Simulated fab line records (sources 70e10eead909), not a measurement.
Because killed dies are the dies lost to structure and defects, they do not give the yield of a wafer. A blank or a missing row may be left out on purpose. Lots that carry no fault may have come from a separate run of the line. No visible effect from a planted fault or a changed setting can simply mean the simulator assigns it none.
fab line records | flow nand_harc
record: lots: 12 | wafers: 36 | last_day: 33
route steps=1302 shown A_STAIRCASE@639
lots with no fault: from the same line, run without faults
start_h: hours from the record's first day to the start of the lot's first wafer shown | wait_h: hours since the lot's step before | " the same as in the row above | L1.1+2: a row that stands for several wafers | - either no value or no given start | * or withheld: withheld | < > ~ a bound
route shown NAME@n: a module of which the file shows steps, and the number in the route of the first | usual: mean/standard deviation of fault-free wafers | same: alike in all rows | chamber/n: place in a boat | sites: the reading at each site | _std_site: how widely they spread, as a standard deviation | _edge_site: outer sites' mean less inner sites' | radius_mm: for every site, how far away it sits from the centre of the wafer | mask NAME#n: copy n | behind: the most recent tool/chamber to have shaped the wafer | hold: why the lot was held/for how many hours/how that ended | device: which transistor (n, p or np) failed to switch | end of line: at the end of the route, the tests of the same wafers | where a step has no rows: the recipe by itself | killed: count of dies lost to structure and defects at first sort (not the wafer's yield) | map: shows each die of a wafer: x if killed, . if not, _ if none is there
set.NAME: the setting as run; set.NAME@STEP: as run at that earlier step | model.NAME: the simulator's own value behind a step, which no gauge read
steps of the route over a sample of lots; a table a step, a row a wafer
services: a tool's chamber out of use, with start hour (start_h, from the record's first day; less than 0 if before it), hours out, and reason
== steps ==
step: NHARC_A_STAIRCASE_DEP_156
recipe: target_thk_a: 500 | temp_c: 400 | target_thk_nm: 50 | flow_sccm: 200 | rf_w: 450 | material: SiNx
usual: heater_power_outer_w: 419/81 | heater_power_w: 708/110 | showerhead_vpp_V: 1300/60
lot.wafer | tool     | chamber | start_h | wait_h | heater_power_outer_w | heater_power_w | showerhead_vpp_V
L221.2    | pecvd-03 | 1       | 346.52  | 0.1    | 498                  | 782            | 1396
L221.4    | "        | 1       | "       | "      | 493                  | 772            | 1408
L221.6    | "        | 2       | "       | "      | 416                  | 717            | 1359
L220.3    | pecvd-01 | 1       | 349.90  | 0.1    | 248                  | 505            | 1379
L220.1    | "        | 2       | "       | "      | 542                  | 902            | 1346
L220.6    | "        | 0       | "       | "      | 449                  | 732            | 1219
L225.3    | pecvd-01 | 0       | 406.16  | 0.1    | 491                  | 770            | 1234
L225.1    | "        | 1       | "       | "      | 289                  | 566            | 1346
L225.5    | "        | 0       | "       | "      | 496                  | 785            | 1210
L226.6    | pecvd-04 | 2       | 406.34  | 0.2    | 458                  | 721            | 1293
L226.5    | "        | 0       | "       | "      | 299                  | 560            | 1217
L226.4    | "        | 1       | "       | "      | 379                  | 638            | 1256
L227.1    | pecvd-04 | 1       | 439.85  | 0.1    | 348                  | 614            | 1227
L227.4    | "        | 0       | "       | "      | 341                  | 603            | 1224
L227.5    | "        | 2       | "       | "      | 490                  | 765            | 1331
L230.1    | pecvd-01 | 0       | 460.26  | 0.1    | 510                  | 819            | 1203
L230.5    | "        | 2       | "       | "      | 502                  | 858            | 1316
L230.6    | "        | 1       | "       | "      | 276                  | 538            | 1358
L234.1    | pecvd-04 | 2       | 495.74  | 0.1    | 498                  | 751            | 1309
L234.3    | "        | 0       | "       | "      | 347                  | 613            | 1238
L234.4    | "        | 0       | "       | "      | 361                  | 601            | 1219
L237.1    | pecvd-01 | 1       | 514.77  | 0.1    | 392                  | 729            | 1395
L237.5    | "        | 1       | "       | "      | 388                  | 721            | 1340
L237.4    | "        | 2       | "       | "      | 550                  | 902            | 1312
L240.2    | pecvd-04 | 2       | 554.10  | 0.1    | 479                  | 757            | 1317
L240.3    | "        | 0       | "       | "      | 323                  | 589            | 1213
L240.5    | "        | 0       | "       | "      | 325                  | 577            | 1204
L241.3    | pecvd-03 | 1       | 570.35  | 0.1    | 538                  | 850            | 1402
L241.4    | "        | 1       | "       | "      | 560                  | 865            | 1381
L241.5    | "        | 0       | "       | "      | 433                  | 706            | 1328
L242.2    | pecvd-01 | 0       | 570.36  | 0.1    | 503                  | 776            | 1219
L242.3    | "        | 1       | "       | "      | 308                  | 598            | 1350
L242.5    | "        | 1       | "       | "      | 312                  | 613            | 1379
L243.3    | pecvd-04 | 0       | 574.69  | 0.1    | 391                  | 654            | 1223
L243.2    | "        | 2       | "       | "      | 408                  | 650            | 1293
L243.5    | "        | 2       | "       | "      | 417                  | 682            | 1313
step: NHARC_A_STAIRCASE_STRIP_171
recipe: power_w: 1500 | temp_c: 250 | chemistry: O2
usual: drypump_motor_current_A: 5.8/0.5 | heater_power_w: 330/34
lot.wafer | tool            | chamber | start_h | wait_h | drypump_motor_current_A | heater_power_w | rf_hours_counter_h
L221.2    | plasma_asher-02 | 1       | 347.68  | -      | 5.2                     | 336            | 18
L221.4    | "               | 1       | "       | "      | 5.2                     | 333            | -
L221.6    | "               | 1       | "       | "      | 5.2                     | 336            | -
L220.1    | plasma_asher-01 | 1       | 352.19  | -      | 6.5                     | 316            | 0
L220.3    | "               | 1       | "       | "      | 6.5                     | 318            | -
L220.6    | "               | 1       | "       | "      | 6.5                     | 314            | -
L225.1    | plasma_asher-02 | 1       | 407.58  | -      | 5.2                     | 342            | 29
L225.3    | "               | 0       | "       | "      | 6.1                     | 361            | -
L225.5    | "               | 0       | "       | "      | 6.1                     | 355            | -
L226.4    | plasma_asher-02 | 1       | 408.01  | 0.2    | 5.2                     | 334            | -
L226.6    | "               | 0       | "       | "      | 6.1                     | 346            | -
L226.5    | "               | 1       | "       | "      | 5.2                     | 328            | -
L227.1    | plasma_asher-01 | 0       | 441.21  | -      | 5.6                     | 279            | 20
L227.4    | "               | 0       | "       | "      | 5.6                     | 283            | -
L227.5    | "               | 1       | "       | "      | 6.5                     | 325            | -
L230.1    | plasma_asher-02 | 0       | 461.45  | -      | 6.1                     | 375            | 6
L230.5    | "               | 0       | "       | "      | 6.1                     | 376            | -
L230.6    | "               | 1       | "       | "      | 5.2                     | 348            | -
L234.1    | plasma_asher-02 | 0       | 497.11  | -      | 6.1                     | 370            | 13
L234.3    | "               | 0       | "       | "      | 6.1                     | 366            | -
L234.4    | "               | 1       | "       | "      | 5.2                     | 342            | -
L237.1    | plasma_asher-02 | 1       | 516.11  | -      | 5.2                     | 346            | 16
L237.4    | "               | 1       | "       | "      | 5.2                     | 337            | -
L237.5    | "               | 1       | "       | "      | 5.2                     | 345            | -
L240.2    | plasma_asher-01 | 1       | 555.40  | -      | 6.5                     | 314            | 6
L240.3    | "               | 1       | "       | "      | 6.5                     | 319            | -
L240.5    | "               | 0       | "       | "      | 5.6                     | 267            | -
L242.2    | plasma_asher-02 | 1       | 571.62  | -      | 5.2                     | 346            | 30
L242.3    | "               | 0       | "       | "      | 6.1                     | 377            | -
L242.5    | "               | 0       | "       | "      | 6.1                     | 371            | -
L241.4    | plasma_asher-01 | 0       | 572.04  | -      | 5.6                     | 261            | -
L241.3    | "               | 1       | "       | "      | 6.5                     | 312            | -
L241.5    | "               | 1       | "       | "      | 6.5                     | 311            | -
L243.2    | plasma_asher-01 | 1       | 576.29  | -      | 6.5                     | 324            | 11
L243.3    | "               | 0       | "       | "      | 5.6                     | 266            | -
L243.5    | "               | 0       | "       | "      | 5.6                     | 262            | -
step: NHARC_A_STAIRCASE_DESCUM_11
recipe: time_s: 3 | o2_flow_sccm: 200 | ar_flow_sccm: 0 | bias_power_w: 0 | chemistry: O2
usual: drypump_motor_current_A: 5.8/0.61 | mfc_ar_sccm: 0.019/0.0088 | oes_product_au: 1.003/0.013 | rf_vpp_V: 57.7/1 | showerhead_plenum_p_Torr: 1.93/0.081 | throttle_valve_pct: 11.311/0.01
lot.wafer | tool        | chamber | start_h | wait_h | drypump_motor_current_A | mfc_ar_sccm | oes_product_au | rf_hours_counter_h | rf_vpp_V | showerhead_plenum_p_Torr | throttle_valve_pct
L221.4    | rie_diel-04 | 1       | 349.20  | -      | 5.8                     | 0.012       | 0.999          | 53                 | 59.5     | 1.99                     | 11.330
L221.2    | "           | 3       | "       | "      | 5.6                     | 0.027       | 1.017          | 60                 | 59.0     | 2.00                     | 11.309
L221.6    | "           | 1       | "       | "      | 5.8                     | 0.012       | 0.999          | -                  | 56.7     | 1.99                     | 11.326
L220.3    | rie_diel-02 | 3       | 353.66  | -      | 6.7                     | 0.026       | 1.020          | 32                 | 58.7     | 1.91                     | 11.311
L220.1    | "           | 0       | "       | "      | 6.7                     | 0           | 0.997          | 43                 | 58.1     | 2.06                     | 11.307
L220.6    | "           | 2       | "       | "      | 6.0                     | 0           | 1.000          | -                  | 58.2     | 2.03                     | 11.299
L225.3    | rie_diel-13 | 3       | 409.05  | -      | 6.0                     | 0.013       | 0.976          | 13                 | 57.1     | 1.90                     | 11.305
L225.1    | "           | 0       | "       | "      | 5.3                     | 0.023       | 1.001          | 16                 | 58.8     | 1.91                     | 11.315
L225.5    | "           | 2       | "       | "      | 4.9                     | 0.016       | 1.019          | -                  | 58.5     | 1.82                     | 11.308
L226.4    | rie_diel-13 | 1       | 409.45  | -      | 6.5                     | 0.031       | 0.983          | 18                 | 57.3     | 2.05                     | 11.332
L226.6    | "           | 1       | "       | "      | 6.5                     | 0.031       | 0.988          | -                  | 57.8     | 2.05                     | 11.306
L226.5    | "           | 2       | "       | "      | 4.9                     | 0.016       | 1.027          | -                  | 57.3     | 1.82                     | 11.307
L227.1    | rie_diel-13 | 2       | 442.70  | -      | 4.9                     | 0.016       | 1.015          | 26                 | 57.0     | 1.82                     | 11.323
L227.4    | "           | 3       | "       | "      | 6.0                     | 0.013       | 0.985          | 28                 | 57.8     | 1.90                     | 11.323
L227.5    | "           | 0       | "       | "      | 5.3                     | 0.023       | 0.998          | -                  | 57.6     | 1.90                     | 11.313
L230.1    | rie_diel-13 | 0       | 462.84  | -      | 5.3                     | 0.023       | 1.011          | 34                 | 58.9     | 1.90                     | 11.319
L230.6    | "           | 0       | "       | "      | 5.3                     | 0.023       | 1.009          | -                  | 57.8     | 1.90                     | 11.315
L230.5    | "           | 1       | "       | "      | 6.5                     | 0.031       | 0.989          | -                  | 57.8     | 2.05                     | 11.305
L234.4    | rie_diel-02 | 1       | 498.66  | -      | 6.6                     | 0.013       | 0.989          | 30                 | 57.3     | 1.79                     | 11.320
L234.3    | "           | 2       | "       | "      | 6.0                     | 0           | 1.005          | 20                 | 59.1     | 2.02                     | 11.302
L234.1    | "           | 3       | "       | "      | 6.7                     | 0.026       | 1.017          | 26                 | 56.6     | 1.90                     | 11.292
L237.1    | rie_diel-13 | 1       | 518.08  | -      | 6.5                     | 0.031       | 0.992          | 57                 | 56.8     | 2.04                     | 11.325
L237.4    | "           | 2       | "       | "      | 4.9                     | 0.016       | 1.025          | 57                 | 55.3     | 1.81                     | 11.304
L237.5    | "           | 3       | "       | "      | 6.0                     | 0.013       | 0.997          | -                  | 56.8     | 1.89                     | 11.337
L240.2    | rie_diel-13 | 2       | 556.92  | -      | 4.9                     | 0.016       | 0.992          | 8                  | 55.6     | 1.81                     | 11.314
L240.3    | "           | 3       | "       | "      | 6.0                     | 0.013       | 0.988          | 9                  | 57.5     | 1.89                     | 11.317
L240.5    | "           | 3       | "       | "      | 6.0                     | 0.013       | 0.981          | -                  | 58.2     | 1.89                     | 11.335
L242.3    | rie_diel-04 | 3       | 573.15  | -      | 5.6                     | 0.027       | 0.999          | 12                 | 56.5     | 1.97                     | 11.318
L242.2    | "           | 0       | "       | "      | 5.9                     | 0.027       | 1.027          | 12                 | 58.6     | 1.95                     | 11.294
L242.5    | "           | 1       | "       | "      | 5.9                     | 0.012       | 1.020          | -                  | 58.0     | 1.96                     | 11.306
L241.3    | rie_diel-13 | 1       | 573.48  | -      | 6.5                     | 0.031       | 1.006          | 12                 | 58.2     | 2.04                     | 11.318
L241.4    | "           | 2       | "       | "      | 4.9                     | 0.016       | 1.007          | 14                 | 58.2     | 1.80                     | 11.292
L241.5    | "           | 0       | "       | "      | 5.3                     | 0.023       | 1.003          | -                  | 57.3     | 1.89                     | 11.317
L243.2    | rie_diel-13 | 1       | 577.67  | -      | 6.5                     | 0.031       | 1.005          | 15                 | 56.9     | 2.03                     | 11.303
L243.3    | "           | 0       | "       | "      | 5.3                     | 0.023       | 1.004          | 17                 | 58.6     | 1.89                     | 11.320
L243.5    | "           | 1       | "       | "      | 6.5                     | 0.031       | 1.004          | -                  | 57.0     | 2.03                     | 11.309
step: NHARC_A_STAIRCASE_EXPOSE_181
recipe: na: 0.5 | dose_mj: 27.87 | mask_id: STAIR_2
usual: exposure_dose_mJ_cm2: 27.865/0.025 | stage_vel_mm_s: 500.05/0.22
lot.wafer | tool           | chamber | start_h | wait_h | mask      | exposure_dose_mJ_cm2 | stage_vel_mm_s
L221.2    | krf_scanner-03 | 0       | 354.02  | -      | STAIR_2#0 | 27.860               | 500.07
L221.4    | "              | 0       | "       | "      | STAIR_2#0 | 27.868               | 500.28
L221.6    | "              | 0       | "       | "      | STAIR_2#0 | 27.876               | 500.29
L220.1    | krf_scanner-02 | 0       | 357.09  | -      | STAIR_2#0 | 27.859               | 500.43
L220.3    | "              | 0       | "       | "      | STAIR_2#0 | 27.838               | 500.19
L220.6    | "              | 0       | "       | "      | STAIR_2#0 | 27.865               | 500.26
L225.1    | krf_scanner-04 | 0       | 415.30  | -      | STAIR_2#0 | 27.913               | 500.10
L225.3    | "              | 0       | "       | "      | STAIR_2#0 | 27.868               | 500.07
L225.5    | "              | 0       | "       | "      | STAIR_2#0 | 27.895               | 499.99
L226.4    | krf_scanner-03 | 0       | 415.73  | -      | STAIR_2#0 | 27.850               | 500.30
L226.5    | "              | 0       | "       | "      | STAIR_2#0 | 27.889               | 500.00
L226.6    | "              | 0       | "       | "      | STAIR_2#0 | 27.817               | 500.00
L227.1    | krf_scanner-03 | 0       | 445.91  | -      | STAIR_2#0 | 27.868               | 499.85
L227.4    | "              | 0       | "       | "      | STAIR_2#0 | 27.852               | 499.98
L227.5    | "              | 0       | "       | "      | STAIR_2#0 | 27.867               | 499.69
L230.1    | krf_scanner-04 | 0       | 466.46  | -      | STAIR_2#0 | 27.853               | 499.86
L230.5    | "              | 0       | "       | "      | STAIR_2#0 | 27.849               | 499.79
L230.6    | "              | 0       | "       | "      | STAIR_2#0 | 27.833               | 500.21
L234.1    | krf_scanner-04 | 0       | 502.05  | -      | STAIR_2#0 | 28.223               | 500.26
L234.3    | "              | 0       | "       | "      | STAIR_2#0 | 28.204               | 499.75
L234.4    | "              | 0       | "       | "      | STAIR_2#0 | 28.194               | 499.81
L237.1    | krf_scanner-04 | 0       | 521.77  | -      | STAIR_2#0 | 28.191               | 500.15
L237.4    | "              | 0       | "       | "      | STAIR_2#0 | 28.221               | 499.99
L237.5    | "              | 0       | "       | "      | STAIR_2#0 | 28.196               | 499.95
L240.2    | krf_scanner-03 | 0       | 560.25  | -      | STAIR_2#0 | 27.899               | 499.94
L240.3    | "              | 0       | "       | "      | STAIR_2#0 | 27.837               | 499.86
L240.5    | "              | 0       | "       | "      | STAIR_2#0 | 27.834               | 499.77
L242.2    | krf_scanner-03 | 0       | 577.71  | -      | STAIR_2#0 | 27.845               | 500.31
L242.3    | "              | 0       | "       | "      | STAIR_2#0 | 27.866               | 500.44
L242.5    | "              | 0       | "       | "      | STAIR_2#0 | 27.811               | 500.40
L241.3    | krf_scanner-02 | 0       | 579.02  | -      | STAIR_2#0 | 27.844               | 500.05
L241.4    | "              | 0       | "       | "      | STAIR_2#0 | 27.865               | 500.29
L241.5    | "              | 0       | "       | "      | STAIR_2#0 | 27.881               | 499.81
L243.2    | krf_scanner-03 | 0       | 581.22  | -      | STAIR_2#0 | 27.879               | 500.05
L243.3    | "              | 0       | "       | "      | STAIR_2#0 | 27.856               | 499.95
L243.5    | "              | 0       | "       | "      | STAIR_2#0 | 27.909               | 499.78
== services ==
tool            | chamber | start_h | hours | kind
plasma_asher-01 | -       | 342.11  | 9.0   | pm
rie_diel-13     | -       | 342.12  | 9.0   | pm
krf_scanner-04  | -       | 354.00  | 4.0   | pm
rie_diel-04     | -       | 355.03  | 9.0   | pm
pecvd-03        | -       | 366.00  | 13.0  | pm
rie_diel-13     | 3       | 367.40  | 20.9  | repair
rie_diel-04     | 2       | 368.63  | 3.7   | repair
rie_diel-13     | 2       | 377.01  | 6.5   | repair
pecvd-03        | 2       | 385.59  | 7.6   | repair
rie_diel-04     | 3       | 385.98  | 1.7   | repair
krf_scanner-03  | -       | 396.00  | 4.0   | pm
rie_diel-13     | 2       | 418.27  | 18.2  | repair
plasma_asher-02 | -       | 426.07  | 9.0   | pm
pecvd-04        | -       | 450.16  | 13.0  | pm
pecvd-01        | -       | 492.25  | 13.0  | pm
pecvd-01        | -       | 516.97  | 3.1   | repair
plasma_asher-01 | -       | 519.11  | 9.0   | pm
rie_diel-13     | -       | 519.17  | 9.0   | pm
krf_scanner-04  | -       | 526.00  | 4.0   | pm
krf_scanner-03  | -       | 540.14  | 0.6   | repair
rie_diel-13     | 2       | 547.64  | 2.1   | repair
pecvd-04        | 2       | 554.84  | 16.2  | repair
krf_scanner-03  | -       | 568.00  | 4.0   | pm
plasma_asher-02 | -       | 573.11  | 7.3   | repair
== key ==
first_sign: step: NHARC_A_STAIRCASE_EXPOSE_181 | reading: exposure_dose_mJ_cm2 | direction: up | sigmas: 14 | usual: 27.865 | struck: 28.205
effect none on later readings
met_at NHARC_A_STAIRCASE_EXPOSE_181
struck_lots L234,L237
tester_left_out L234,L237
not_acting_at NHARC_A_STAIRCASE_DEP_156,NHARC_A_STAIRCASE_STRIP_171,NHARC_A_STAIRCASE_DESCUM_11
onset_between 466.46 502.05
fault: kind: process_parameter_drift | tool: krf_scanner-04 | chamber: - | onset_h: 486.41 | steps: NHARC_A_STAIRCASE_EXPOSE_181 | channel: dose_mj | offset: 0.3217 | shape: step | acts_in: these_recipes_only | stated: 27.87
tester_left_out: of these lots the tester's yield and bins aren't shown, on N5 and GAA mostly nor the transistor test; their killed dies are dies lost to structure and defects alone, not to doping, threshold or leakage, so they don't give the yield
